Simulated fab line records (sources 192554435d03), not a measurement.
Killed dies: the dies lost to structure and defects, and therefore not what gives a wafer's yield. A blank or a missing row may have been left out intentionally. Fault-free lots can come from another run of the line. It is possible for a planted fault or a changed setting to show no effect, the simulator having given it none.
Matching of chambers | flow n5 finfet | 3 sister chambers for N5_BEOL_M1_CO_CAP_55 on cvd co-02
The step material Co, precursor CCTBA/H2, target thk 2 nm, time 102.1 s. 27 wafers are shown with their chamber, then 12 later ones without.

EACH WAFER AND ITS CHAMBER
wafer  | chamber | heater power w (W)
L074.2 | 2       | 247
L074.5 | 2       | 248
L074.6 | 0       | 228
L080.1 | 1       | 228
L080.3 | 2       | 247
L080.4 | 2       | 244
L082.1 | 0       | 224
L082.5 | 1       | 221
L082.6 | 0       | 229
L084.1 | 0       | 229
L084.3 | 1       | 224
L084.6 | 0       | 226
L085.1 | 2       | 250
L085.3 | 1       | 225
L085.6 | 2       | 250
L087.1 | 1       | 222
L087.4 | 2       | 250
L087.5 | 0       | 230
L088.1 | 0       | 228
L088.3 | 1       | 221
L088.6 | 1       | 226
L090.2 | 0       | 231
L090.4 | 2       | 257
L090.6 | 1       | 230
L092.4 | 2       | 248
L092.5 | 1       | 227
L092.6 | 0       | 228

SIGNATURES (averages over the wafers above)
reading        | chamber 0 | chamber 1 | chamber 2 | scatter within a chamber
heater power w | 228.11    | 224.89    | 249.00    | 3.01
Rule: for a wafer and a chamber, the distance is found by dividing, reading by reading, the gap between the wafer's reading and the chamber's mean by the reading's scatter, squaring, summing and taking the root. The wafer belongs to the nearest chamber; if the next one is less than 2 further off, it can't be placed. The scatter is the square root of a quotient: the sum, over the shown wafers, of each reading's squared deviation from its chamber's mean, divided by wafers minus chambers.

WAFERS WITHOUT THEIR CHAMBER
wafer  | heater power w (W)
L093.2 | 228
L093.4 | 247
L093.5 | 225
L094.2 | 250
L094.4 | 229
L094.6 | 249
L096.2 | 228
L096.4 | 230
L096.6 | 249
L097.4 | 227
L097.5 | 253
L097.6 | 223

THE CHAMBER EACH PASSED THROUGH
wafer  | from the rows above     | in truth
L093.2 | can't be placed: 0 or 1 | 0
L093.4 | 2                       | 2
L093.5 | can't be placed: 1 or 0 | 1
L094.2 | 2                       | 2
L094.4 | can't be placed: 0 or 1 | 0
L094.6 | 2                       | 2
L096.2 | can't be placed: 0 or 1 | 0
L096.4 | can't be placed: 0 or 1 | 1
L096.6 | 2                       | 2
L097.4 | can't be placed: 0 or 1 | 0
L097.5 | 2                       | 2
L097.6 | can't be placed: 1 or 0 | 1
Correct placement for 5 of the 12. Unplaceable from these rows: 7, with the true chamber sitting among the candidates in 7. 0 placed wrongly.
